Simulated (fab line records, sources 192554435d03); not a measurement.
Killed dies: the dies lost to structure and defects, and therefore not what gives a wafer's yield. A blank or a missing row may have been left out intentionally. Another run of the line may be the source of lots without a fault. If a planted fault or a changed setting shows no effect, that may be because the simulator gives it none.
Matching of chambers + flow n5Finfet + N5_WELL_APT_DESCUM_13 on rieDiel-06 has 4 sister chambers
The step chemistry O2, time 7.9 s. 24 wafers are shown with their chamber, then 12 later ones without.

WAFERS PAIRED WITH THEIR CHAMBERS
| wafer  | chamber | showerheadPlenumPTorr (Torr) | throttleValvePct (%) | drypumpMotorCurrentA (A) |
|--------|---------|------------------------------|----------------------|--------------------------|
| L074.1 | 3       | 2.01                         | 20.23                | 6.5                      |
| L074.3 | 1       | 2.11                         | 20.04                | 5.4                      |
| L074.6 | 3       | 2.01                         | 20.25                | 6.4                      |
| L075.1 | 0       | 2.20                         | 20.69                | 5.0                      |
| L075.3 | 2       | 1.99                         | 20.40                | 5.6                      |
| L075.6 | 3       | 2.01                         | 20.25                | 6.4                      |
| L077.2 | 2       | 1.99                         | 20.44                | 5.6                      |
| L077.3 | 1       | 2.11                         | 20.03                | 5.4                      |
| L077.5 | 2       | 1.99                         | 20.40                | 5.7                      |
| L078.1 | 3       | 2.01                         | 20.25                | 6.4                      |
| L078.2 | 0       | 2.19                         | 20.70                | 5.0                      |
| L078.5 | 0       | 2.20                         | 20.71                | 5.1                      |
| L079.2 | 3       | 2.01                         | 20.26                | 6.5                      |
| L079.4 | 0       | 2.19                         | 20.70                | 5.1                      |
| L079.6 | 1       | 2.10                         | 20.04                | 5.4                      |
| L081.3 | 0       | 2.19                         | 20.72                | 5.0                      |
| L081.5 | 0       | 2.19                         | 20.72                | 5.0                      |
| L081.6 | 3       | 2.00                         | 20.29                | 6.4                      |
| L083.2 | 1       | 2.10                         | 20.07                | 5.4                      |
| L083.3 | 0       | 2.19                         | 20.72                | 5.1                      |
| L083.4 | 2       | 1.99                         | 20.43                | 5.7                      |
| L086.1 | 3       | 2.00                         | 20.28                | 6.4                      |
| L086.2 | 2       | 1.99                         | 20.43                | 5.7                      |
| L086.4 | 0       | 2.19                         | 20.73                | 5.0                      |

SIGNATURES (averages over the wafers above)
| reading               | chamber 0 | chamber 1 | chamber 2 | chamber 3 | scatter within a chamber |
|-----------------------|-----------|-----------|-----------|-----------|--------------------------|
| showerheadPlenumPTorr | 2.1925    | 2.1050    | 1.9900    | 2.0071    | 0.00443                  |
| throttleValvePct      | 20.7112   | 20.0450   | 20.4200   | 20.2586   | 0.0174                   |
| drypumpMotorCurrentA  | 5.037     | 5.400     | 5.660     | 6.429     | 0.0475                   |
Rule: distance of a wafer from a chamber = root of the sum over the readings of ((wafer's reading minus chamber's mean) / reading's scatter) squared. If the next closest chamber is less than 2 further off than the closest, the wafer can't be placed; otherwise it belongs to the closest. The scatter is the square root of a quotient: the sum, over the shown wafers, of each reading's squared deviation from its chamber's mean, divided by wafers minus chambers.

WAFERS WITHOUT THEIR CHAMBER
| wafer  | showerheadPlenumPTorr (Torr) | throttleValvePct (%) | drypumpMotorCurrentA (A) |
|--------|------------------------------|----------------------|--------------------------|
| L087.1 | 2.10                         | 20.08                | 5.4                      |
| L087.5 | 2.10                         | 20.06                | 5.4                      |
| L087.6 | 2.19                         | 20.74                | 5.0                      |
| L089.2 | 1.98                         | 20.45                | 5.7                      |
| L089.5 | 2.19                         | 20.73                | 5.1                      |
| L089.6 | 1.98                         | 20.43                | 5.7                      |
| L092.1 | 1.98                         | 20.45                | 5.7                      |
| L092.2 | 2.00                         | 20.29                | 6.4                      |
| L092.4 | 2.18                         | 20.74                | 5.1                      |
| L096.1 | 2.09                         | 20.10                | 5.4                      |
| L096.2 | 1.99                         | 20.32                | 6.4                      |
| L096.5 | 1.99                         | 20.29                | 6.5                      |

CHAMBER TAKEN BY EACH
| wafer  | from the rows above | in truth |
|--------|---------------------|----------|
| L087.1 | 1                   | 1        |
| L087.5 | 1                   | 1        |
| L087.6 | 0                   | 0        |
| L089.2 | 2                   | 2        |
| L089.5 | 0                   | 0        |
| L089.6 | 2                   | 2        |
| L092.1 | 2                   | 2        |
| L092.2 | 3                   | 3        |
| L092.4 | 0                   | 0        |
| L096.1 | 1                   | 1        |
| L096.2 | 3                   | 3        |
| L096.5 | 3                   | 3        |
Correctly placed: 12 of 12. Not placeable from these rows: 0. Number placed wrongly: 0.
